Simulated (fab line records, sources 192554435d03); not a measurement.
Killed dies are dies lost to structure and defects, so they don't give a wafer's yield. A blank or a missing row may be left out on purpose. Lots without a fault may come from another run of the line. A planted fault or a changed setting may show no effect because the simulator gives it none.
Which tool did it? | flow n5_finfet | 24 lots, 72 wafers sampled, at 5 steps of a route of 1938

WHAT THE GAUGES READ, wafer by wafer
N5_BEOL_M7_OCD_MEAS_38.
lot  | measured     | on     | trench_depth_nm (nm)
L075 | day 9 10:10  | ocd-01 | 93.2 92.7 94.3
L077 | day 9 10:17  | ocd-02 | 93.0 93.0 90.5
L074 | day 9 11:16  | ocd-02 | 92.8 91.5 91.4
L076 | day 9 13:11  | ocd-02 | 93.3 94.4 93.6
L080 | day 10 14:43 | ocd-02 | 91.8 90.4 91.2
L078 | day 10 14:55 | ocd-01 | 92.9 93.1 95.9
L079 | day 10 14:53 | ocd-02 | 93.8 94.5 93.6
L081 | day 10 21:29 | ocd-02 | 94.7 94.7 94.6
L082 | day 11 08:26 | ocd-01 | 94.3 93.7 94.8
L083 | day 11 14:39 | ocd-01 | 94.9 92.6 94.6
L084 | day 11 21:19 | ocd-02 | 88.4 93.1 92.8
L086 | day 11 22:51 | ocd-01 | 92.7 94.8 94.4
L085 | day 12 05:33 | ocd-02 | 92.4 87.3 92.9
L087 | day 12 17:23 | ocd-02 | 94.8 91.2 91.1
L088 | day 13 02:58 | ocd-01 | 94.3 91.4 95.1
L090 | day 13 04:54 | ocd-02 | 94.7 94.4 94.6
L092 | day 13 09:58 | ocd-02 | 97.0 94.2 95.2
L089 | day 13 18:07 | ocd-02 | 92.1 95.6 92.7
L091 | day 13 20:26 | ocd-01 | 91.7 94.3 92.5
L093 | day 14 02:46 | ocd-02 | 95.0 91.1 93.4
L095 | day 14 12:47 | ocd-01 | 94.1 91.8 93.9
L094 | day 14 13:27 | ocd-01 | 95.8 94.4 95.1
L096 | day 14 21:37 | ocd-01 | 94.6 93.2 94.7
L097 | day 15 07:53 | ocd-01 | 94.7 94.7 94.1

N5_BEOL_M8_CD_MEAS_11: target cd 38.5 nm.
lot  | measured     | on        | cd_nm (nm)
L075 | day 9 14:01  | cd_sem-02 | 38.5 38.0 38.0
L077 | day 9 15:04  | cd_sem-02 | 39.3 39.1 38.5
L074 | day 9 16:37  | cd_sem-01 | 39.4 39.1 39.1
L076 | day 9 20:06  | cd_sem-02 | 38.8 37.8 38.3
L080 | day 10 18:37 | cd_sem-02 | 38.3 38.0 39.1
L078 | day 10 20:11 | cd_sem-01 | 38.2 38.8 39.1
L079 | day 10 20:01 | cd_sem-02 | 38.6 38.4 39.3
L081 | day 11 03:15 | cd_sem-01 | 38.7 39.0 38.8
L082 | day 11 15:56 | cd_sem-03 | 39.4 39.3 39.3
L083 | day 11 19:05 | cd_sem-02 | 38.5 37.2 38.1
L084 | day 12 02:22 | cd_sem-02 | 37.8 38.1 38.2
L086 | day 12 03:00 | cd_sem-03 | 38.8 38.1 38.1
L085 | day 12 11:54 | cd_sem-02 | 38.1 38.1 38.3
L087 | day 12 22:12 | cd_sem-02 | 39.4 39.3 38.7
L088 | day 13 07:10 | cd_sem-03 | 37.3 37.9 38.1
L090 | day 13 10:47 | cd_sem-02 | 39.6 38.7 39.7
L092 | day 13 14:19 | cd_sem-03 | 39.3 39.5 40.0
L089 | day 13 22:53 | cd_sem-02 | 38.3 38.2 38.8
L091 | day 14 01:20 | cd_sem-01 | 37.8 38.4 37.5
L093 | day 14 08:25 | cd_sem-02 | 38.8 38.3 38.9
L095 | day 14 18:58 | cd_sem-03 | 38.4 38.4 38.2
L094 | day 14 19:08 | cd_sem-01 | 37.3 37.9 38.9
L096 | day 15 02:01 | cd_sem-03 | 37.5 38.6 38.0
L097 | day 15 14:01 | cd_sem-01 | 37.6 38.6 38.2

WHICH TOOL RAN EACH LOT (tool, then ch and the chambers of the sampled wafers, then the start)
lot  | N5_BEOL_M7_STRIP_67                | N5_BEOL_M7_VIA_ETCH_34             | N5_BEOL_M7_DEGAS_44
L075 | rie_diel-06 ch 0,3, day 9 08:40    | rie_diel-05 ch 2,3, day 9 09:49    | pvd_sputter-01, day 9 10:41
L077 | rie_diel-01 ch 0,3, day 9 08:59    | rie_diel-06 ch 0,3, day 9 10:02    | pvd_sputter-01, day 9 10:51
L074 | rie_diel-06 ch 0,1,3, day 9 09:38  | rie_diel-06 ch 0,1,3, day 9 11:01  | pvd_sputter-02, day 9 12:40
L076 | rie_diel-01 ch 1,2,3, day 9 10:46  | rie_diel-05 ch 2,3, day 9 12:51    | pvd_sputter-01, day 9 13:42
L080 | rie_diel-01 ch 0,1,2, day 10 11:44 | rie_diel-06 ch 0,3, day 10 14:28   | pvd_sputter-02, day 10 15:32
L078 | rie_diel-06 ch 1,2,3, day 10 11:51 | rie_diel-01 ch 0,2,3, day 10 14:40 | pvd_sputter-02, day 10 15:47
L079 | rie_diel-05 ch 0,1,2, day 10 12:06 | rie_diel-05 ch 0,1,2, day 10 14:38 | pvd_sputter-02, day 10 15:42
L081 | rie_diel-01 ch 0,1,2, day 10 20:14 | rie_diel-05 ch 1,2, day 10 21:14   | pvd_sputter-01, day 10 23:14
L082 | rie_diel-06 ch 1,2,3, day 11 05:53 | rie_diel-05 ch 0,2, day 11 08:11   | pvd_sputter-02, day 11 09:05
L083 | rie_diel-05 ch 0,3, day 11 11:52   | rie_diel-06 ch 2,3, day 11 14:24   | pvd_sputter-03, day 11 15:43
L084 | rie_diel-01 ch 0,2,3, day 11 19:59 | rie_diel-01 ch 0,1,3, day 11 21:04 | pvd_sputter-01, day 11 22:29
L086 | rie_diel-06 ch 0,2,3, day 11 20:46 | rie_diel-05 ch 0,1,3, day 11 22:36 | pvd_sputter-01, day 11 23:29
L085 | rie_diel-01 ch 0,1, day 12 03:33   | rie_diel-01 ch 1,3, day 12 05:18   | pvd_sputter-02, day 12 06:12
L087 | rie_diel-06 ch 0,1,2, day 12 15:58 | rie_diel-06 ch 0,1,3, day 12 17:08 | pvd_sputter-03, day 12 18:02
L088 | rie_diel-05 ch 0,1,3, day 12 22:28 | rie_diel-06 ch 1,2,3, day 13 02:43 | pvd_sputter-02, day 13 03:46
L090 | rie_diel-06 ch 0,1, day 13 03:49   | rie_diel-06 ch 1,2, day 13 04:39   | pvd_sputter-03, day 13 05:40
L092 | rie_diel-05 ch 0,1,2, day 13 07:19 | rie_diel-05 ch 0,1,2, day 13 09:43 | pvd_sputter-03, day 13 11:01
L089 | rie_diel-05 ch 0,1,2, day 13 14:50 | rie_diel-06 ch 0,1,3, day 13 17:52 | pvd_sputter-02, day 13 18:53
L091 | rie_diel-01 ch 0,2, day 13 17:42   | rie_diel-06 ch 2,3, day 13 20:11   | pvd_sputter-01, day 13 21:09
L093 | rie_diel-06 ch 1,2, day 13 23:26   | rie_diel-01 ch 0,2,3, day 14 02:32 | pvd_sputter-01, day 14 03:45
L095 | rie_diel-01 ch 0,2,3, day 14 09:10 | rie_diel-01 ch 0,2, day 14 12:32   | pvd_sputter-03, day 14 13:20
L094 | rie_diel-01 ch 2,3, day 14 12:20   | rie_diel-01 ch 2,3, day 14 13:12   | pvd_sputter-01, day 14 14:01
L096 | rie_diel-06 ch 1,2,3, day 14 19:08 | rie_diel-01 ch 1,3, day 14 21:21   | pvd_sputter-01, day 14 22:09
L097 | rie_diel-06 ch 1,3, day 15 06:08   | rie_diel-01 ch 1,2,3, day 15 07:38 | pvd_sputter-02, day 15 09:14
- N5_BEOL_M7_STRIP_67: strips in CF4.
- N5_BEOL_M7_VIA_ETCH_34: etches SiCOH lowk in C4F6/O2, target depth 125.5 nm, time 50.5 s.
- N5_BEOL_M7_DEGAS_44: time 60 s.

WHAT THE TOOLS THEMSELVES READ (means of the sampled wafers that have a number; where no wafer has one, the mark that the record gives instead)
N5_BEOL_M7_STRIP_67.
lot  | tool        | drypump_motor_current_A (A) | oes_product_au (a.u.) | power_w (W) | rf_vpp_V (V) | showerhead_plenum_p_Torr (Torr) | throttle_valve_pct (%)
L075 | rie_diel-06 | 5.9                         | 0.75                  | 300.3       | 270.6        | 1.79                            | 13.79
L077 | rie_diel-01 | 6.0                         | 0.71                  | 299.4       | 270.5        | 1.75                            | 13.73
L074 | rie_diel-06 | 5.7                         | 0.74                  | 300.4       | 270.3        | 1.79                            | 13.76
L076 | rie_diel-01 | 5.7                         | 0.78                  | 300.0       | 270.8        | 1.79                            | 13.64
L080 | rie_diel-01 | 5.8                         | 0.77                  | 299.6       | 270.1        | 1.74                            | 13.64
L078 | rie_diel-06 | 5.7                         | 0.74                  | 299.8       | 268.6        | 1.74                            | 13.79
L079 | rie_diel-05 | 6.2                         | 0.78                  | 300.2       | 271.4        | 1.80                            | 13.58
L081 | rie_diel-01 | 5.8                         | 0.77                  | 300.7       | 269.8        | 1.74                            | 13.63
L082 | rie_diel-06 | 5.6                         | 0.73                  | 299.8       | 268.7        | 1.74                            | 13.81
L083 | rie_diel-05 | 6.3                         | 0.84                  | 299.7       | 272.8        | 1.89                            | 13.76
L084 | rie_diel-01 | 5.7                         | 0.76                  | 299.9       | 270.4        | 1.76                            | 13.62
L086 | rie_diel-06 | 5.8                         | 0.74                  | 300.0       | 269.7        | 1.74                            | 13.82
L085 | rie_diel-01 | 6.2                         | 0.70                  | 300.7       | 269.8        | 1.72                            | 13.79
L087 | rie_diel-06 | 5.5                         | 0.82                  | 300.2       | 269.6        | 1.74                            | 13.55
L088 | rie_diel-05 | 6.2                         | 0.76                  | 300.3       | 272.3        | 1.84                            | 13.74
L090 | rie_diel-06 | 5.5                         | 0.80                  | 299.6       | 270.4        | 1.78                            | 13.57
L092 | rie_diel-05 | 6.2                         | 0.84                  | 300.7       | 273.0        | 1.87                            | 13.44
L089 | rie_diel-05 | 6.2                         | 0.84                  | 299.5       | 273.1        | 1.87                            | 13.45
L091 | rie_diel-01 | 5.9                         | 0.75                  | 299.9       | 268.4        | 1.71                            | 13.62
L093 | rie_diel-06 | 5.5                         | 0.81                  | 299.3       | 269.3        | 1.70                            | 13.59
L095 | rie_diel-01 | 5.7                         | 0.74                  | 300.2       | 269.8        | 1.75                            | 13.68
L094 | rie_diel-01 | 5.5                         | 0.73                  | 299.3       | 271.4        | 1.80                            | 13.70
L096 | rie_diel-06 | 5.7                         | 0.79                  | 299.8       | 269.6        | 1.74                            | 13.68
L097 | rie_diel-06 | 5.9                         | 0.77                  | 300.3       | 270.3        | 1.78                            | 13.77

N5_BEOL_M7_VIA_ETCH_34.
lot  | tool        | drypump_motor_current_A (A) | oes_product_au (a.u.) | rf_vpp_V (V) | showerhead_plenum_p_Torr (Torr) | throttle_valve_pct (%)
L075 | rie_diel-05 | 6.2                         | 0.69                  | 680          | 2.78                            | 20.79
L077 | rie_diel-06 | 6.0                         | 0.74                  | 662          | 2.84                            | 21.24
L074 | rie_diel-06 | 5.7                         | 0.73                  | 659          | 2.82                            | 21.01
L076 | rie_diel-05 | 6.2                         | 0.69                  | 683          | 2.86                            | 20.94
L080 | rie_diel-06 | 5.9                         | 0.73                  | 658          | 2.84                            | 21.18
L078 | rie_diel-01 | 5.7                         | 0.76                  | 667          | 2.82                            | 21.02
L079 | rie_diel-05 | 6.2                         | 0.78                  | 667          | 2.85                            | 20.80
L081 | rie_diel-05 | 6.1                         | 0.71                  | 665          | 2.79                            | 20.72
L082 | rie_diel-05 | 6.3                         | 0.76                  | 672          | 2.80                            | 20.77
L083 | rie_diel-06 | 5.8                         | 0.75                  | 657          | 2.69                            | 21.14
L084 | rie_diel-01 | 6.0                         | 0.70                  | 664          | 2.82                            | 21.16
L086 | rie_diel-05 | 6.2                         | 0.77                  | 668          | 2.92                            | 20.97
L085 | rie_diel-01 | 5.8                         | 0.69                  | 663          | 2.90                            | 21.21
L087 | rie_diel-06 | 5.7                         | 0.80                  | 658          | 2.81                            | 20.91
L088 | rie_diel-06 | 5.7                         | 0.80                  | 658          | 2.74                            | 20.89
L090 | rie_diel-06 | 5.3                         | 0.87                  | 656          | 2.73                            | 20.54
L092 | rie_diel-05 | 6.2                         | 0.86                  | 671          | 2.95                            | 20.75
L089 | rie_diel-06 | 5.7                         | 0.78                  | 659          | 2.81                            | 20.94
L091 | rie_diel-06 | 6.0                         | 0.73                  | 661          | 2.75                            | 21.27
L093 | rie_diel-01 | 5.7                         | 0.74                  | 665          | 2.80                            | 21.05
L095 | rie_diel-01 | 5.5                         | 0.79                  | 669          | 2.75                            | 20.90
L094 | rie_diel-01 | 5.5                         | 0.74                  | 664          | 2.88                            | 21.10
L096 | rie_diel-01 | 5.8                         | 0.78                  | 662          | 2.89                            | 21.13
L097 | rie_diel-01 | 5.6                         | 0.82                  | 666          | 2.83                            | 20.97

N5_BEOL_M7_DEGAS_44.
lot  | tool           | heater_power_w (W)
L075 | pvd_sputter-01 | 330
L077 | pvd_sputter-01 | 336
L074 | pvd_sputter-02 | 324
L076 | pvd_sputter-01 | 345
L080 | pvd_sputter-02 | 326
L078 | pvd_sputter-02 | 302
L079 | pvd_sputter-02 | 320
L081 | pvd_sputter-01 | 323
L082 | pvd_sputter-02 | 311
L083 | pvd_sputter-03 | 346
L084 | pvd_sputter-01 | 327
L086 | pvd_sputter-01 | 328
L085 | pvd_sputter-02 | 305
L087 | pvd_sputter-03 | 347
L088 | pvd_sputter-02 | 325
L090 | pvd_sputter-03 | 349
L092 | pvd_sputter-03 | 309
L089 | pvd_sputter-02 | 322
L091 | pvd_sputter-01 | 317
L093 | pvd_sputter-01 | 326
L095 | pvd_sputter-03 | 375
L094 | pvd_sputter-01 | 337
L096 | pvd_sputter-01 | 330
L097 | pvd_sputter-02 | 306

THE ANSWER, worked out from the rows above alone
Rule: what is usual is taken from the lots themselves. Put in order of their means at a reading, lots are off if they are a third of the lots or fewer, leave a main group of 4 or more, and stand apart from it by a gap of 3 or more times the standard deviation of the main group's means; of several such gaps the widest counts. A main group whose means are all the same, to the digits that the tables above print for the reading, isn't used. A lot without any number at a reading at which 4 lots or more have one is off too. The other lots that the step has rows for count as sound. The gauges are gone through in route order, then the tools' own readings, and for those a lot's mean is taken as printed above. The first step at which some lot is off is used, and at that step the reading that is off furthest; a lot without a number counts as furthest.
No lot is off at any reading shown: from this, nothing can be told.

WHAT THE SIMULATOR HAD PUT IN
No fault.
